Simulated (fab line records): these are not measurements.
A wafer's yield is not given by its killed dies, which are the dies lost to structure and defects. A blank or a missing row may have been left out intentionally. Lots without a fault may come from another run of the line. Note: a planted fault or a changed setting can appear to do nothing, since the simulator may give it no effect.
Split-lot experiment :: flow n5Finfet :: on a route of 1938 steps: 7 lots, 21 wafers read

## THE SPLIT
At N5_BEOL_M10_ETCH_62 (etches SOC in N2/H2, target depth 110 nm, overetch 22 nm, time 165 s), the setting timeS was moved away from the recipe's 165 s on 9 of the 21 wafers read, by -19.0% to +18.4%. For the rest of the wafers, this setting stayed at what the recipe calls for.

## FROM THE SPLIT TO THE READING: what the file shows between them, 2 steps
- N5_BEOL_M10_STRIP_68: strips in N2/H2
- N5_BEOL_M10_STRIP_67: strips in CF4

## THE READING
etch.depthNm (the simulator's own value, which no gauge read), in nm, at N5_BEOL_M10_HM_OPEN_17 (chemistry Cl2/BCl3, target TiN, target depth 20 nm, overetch 6 nm). The file does not state a usual value for it. Here, 12 wafers ran the recipe; their average is 20.13 nm with a standard deviation of 0.18 nm.

wafer: L074.3
tool, chamber at the split: rieDiel-05, 2
timeS as run, s: 195.4
against the recipe: +18.4%
etch.depthNm, nm: 17.47
against lot-mates on the recipe: -2.86

wafer: L074.5
tool, chamber at the split: rieDiel-05, 2
timeS as run, s: 165
against the recipe: recipe
etch.depthNm, nm: 20.33
against lot-mates on the recipe: -

wafer: L074.6
tool, chamber at the split: rieDiel-05, 1
timeS as run, s: 195.4
against the recipe: +18.4%
etch.depthNm, nm: 17.36
against lot-mates on the recipe: -2.97

wafer: L076.1
tool, chamber at the split: rieDiel-06, 1
timeS as run, s: 165
against the recipe: recipe
etch.depthNm, nm: 19.87
against lot-mates on the recipe: -

wafer: L076.4
tool, chamber at the split: rieDiel-06, 3
timeS as run, s: 133.7
against the recipe: -19.0%
etch.depthNm, nm: 20
against lot-mates on the recipe: +0.13

wafer: L076.6
tool, chamber at the split: rieDiel-06, 3
timeS as run, s: 133.7
against the recipe: -19.0%
etch.depthNm, nm: 19.9
against lot-mates on the recipe: +0.03

wafer: L079.1
tool, chamber at the split: rieDiel-02, 2
timeS as run, s: 165
against the recipe: recipe
etch.depthNm, nm: 20.35
against lot-mates on the recipe: -

wafer: L079.2
tool, chamber at the split: rieDiel-02, 0
timeS as run, s: 165
against the recipe: recipe
etch.depthNm, nm: 20.33
against lot-mates on the recipe: -

wafer: L079.6
tool, chamber at the split: rieDiel-02, 0
timeS as run, s: 165
against the recipe: recipe
etch.depthNm, nm: 20.21
against lot-mates on the recipe: -

wafer: L082.4
tool, chamber at the split: rieDiel-02, 2,0
timeS as run, s: 165
against the recipe: recipe
etch.depthNm, nm: 20.26
against lot-mates on the recipe: -

wafer: L082.5
tool, chamber at the split: rieDiel-02, 3
timeS as run, s: 179.8
against the recipe: +9.0%
etch.depthNm, nm: 18.69
against lot-mates on the recipe: -1.47

wafer: L082.6
tool, chamber at the split: rieDiel-02, 2,0
timeS as run, s: 165
against the recipe: recipe
etch.depthNm, nm: 20.07
against lot-mates on the recipe: -

wafer: L085.4
tool, chamber at the split: rieDiel-02, 3
timeS as run, s: 165
against the recipe: recipe
etch.depthNm, nm: 20.05
against lot-mates on the recipe: -

wafer: L085.5
tool, chamber at the split: rieDiel-02, 3
timeS as run, s: 165
against the recipe: recipe
etch.depthNm, nm: 20
against lot-mates on the recipe: -

wafer: L085.6
tool, chamber at the split: rieDiel-02, 2
timeS as run, s: 194.2
against the recipe: +17.7%
etch.depthNm, nm: 17.06
against lot-mates on the recipe: -2.96

wafer: L087.1
tool, chamber at the split: rieDiel-06, 1
timeS as run, s: 165
against the recipe: recipe
etch.depthNm, nm: 20.28
against lot-mates on the recipe: -

wafer: L087.2
tool, chamber at the split: rieDiel-06, 0
timeS as run, s: 195.3
against the recipe: +18.4%
etch.depthNm, nm: 17.39
against lot-mates on the recipe: -2.89

wafer: L087.4
tool, chamber at the split: rieDiel-06, 3
timeS as run, s: 195.3
against the recipe: +18.4%
etch.depthNm, nm: 17.14
against lot-mates on the recipe: -3.14

wafer: L090.2
tool, chamber at the split: rieDiel-02, 2,3
timeS as run, s: 165
against the recipe: recipe
etch.depthNm, nm: 19.95
against lot-mates on the recipe: -

wafer: L090.5
tool, chamber at the split: rieDiel-02, 2
timeS as run, s: 153.3
against the recipe: -7.1%
etch.depthNm, nm: 20.01
against lot-mates on the recipe: +0.12

wafer: L090.6
tool, chamber at the split: rieDiel-02, 2,3
timeS as run, s: 165
against the recipe: recipe
etch.depthNm, nm: 19.83
against lot-mates on the recipe: -
Rows listing several chambers each stand for several wafers; the file does not say which wafer went through which chamber.

FIT RESULTS
A straight line over all 21 wafers: etch.depthNm changes by -0.0937 nm for each +1% of timeS; r = -0.82; the points scatter about the line by 0.72 nm.
The same after taking each lot's own level away (the mean of its wafers on the recipe; 21 wafers): -0.104 nm for each +1%; r = -0.86; scatter 0.67 nm.
Per that fit: largest timeS move, reading shift of 2 nm.
From 19.870 to 20.330 nm: that is the span of the lots' own levels, equal to 2.5 times the standard deviation above.
So the lot-to-lot level changes the slope little: the two slopes agree.
Check: +1.91 nm against its lot-mates is what the line predicts for one of the wafers moved furthest among these (-19.0%) when that wafer is left out of the fit. It came out at +0.13 nm against them.

## OTHER SPLITS APPLIED TO THESE WAFERS
These wafers also went through other splits before the reading. Each is held against what the fit with the lots' levels taken away leaves over:
other split on the same wafers: N5_BEOL_M4_DESCUM_16 timeS
wafers away from the commonest value: 8
r with etch.depthNm (lot level and that fit taken away): +0.17

other split on the same wafers: N5_BEOL_M5_COAT_66 spinRpm
wafers away from the commonest value: 8
r with etch.depthNm (lot level and that fit taken away): +0.10

other split on the same wafers: N5_BEOL_M5_COAT_22 spinRpm
wafers away from the commonest value: 5
r with etch.depthNm (lot level and that fit taken away): -0.02

other split on the same wafers: N5_BEOL_M6_ETCH_61 biasW
wafers away from the commonest value: 9
r with etch.depthNm (lot level and that fit taken away): -0.27

other split on the same wafers: N5_BEOL_M7_VIA_ETCH_34 biasW
wafers away from the commonest value: 9
r with etch.depthNm (lot level and that fit taken away): +0.07

other split on the same wafers: N5_BEOL_M9_COAT_60 spinRpm
wafers away from the commonest value: 5
r with etch.depthNm (lot level and that fit taken away): +0.48

other split on the same wafers: N5_BEOL_M9_ETCH_62 timeS
wafers away from the commonest value: 9
r with etch.depthNm (lot level and that fit taken away): +0.05

## THE WHOLE CHAIN: every reading that the file lists as answering this split, in the file's order
step: N5_BEOL_M10_ETCH_62
what it does: etches SOC in N2/H2, target depth 110 nm, overetch 22 nm, time 165 s
reading: SiARC_of_BEOL_M10_COAT_60.thkNm (the simulator's own value, which no gauge read)
change (the file's fit): -0.0699 nm for each +1% of the setting
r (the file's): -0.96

step: N5_BEOL_M10_HM_OPEN_17
what it does: chemistry Cl2/BCl3, target TiN, target depth 20 nm, overetch 6 nm
reading: etch.depthNm (the simulator's own value, which no gauge read)
change (the file's fit): -0.12 nm for each +1% of the setting
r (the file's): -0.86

## THE FILE'S OWN FIT
etch.depthNm changes by -0.12 nm for each +1% of timeS, r = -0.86.
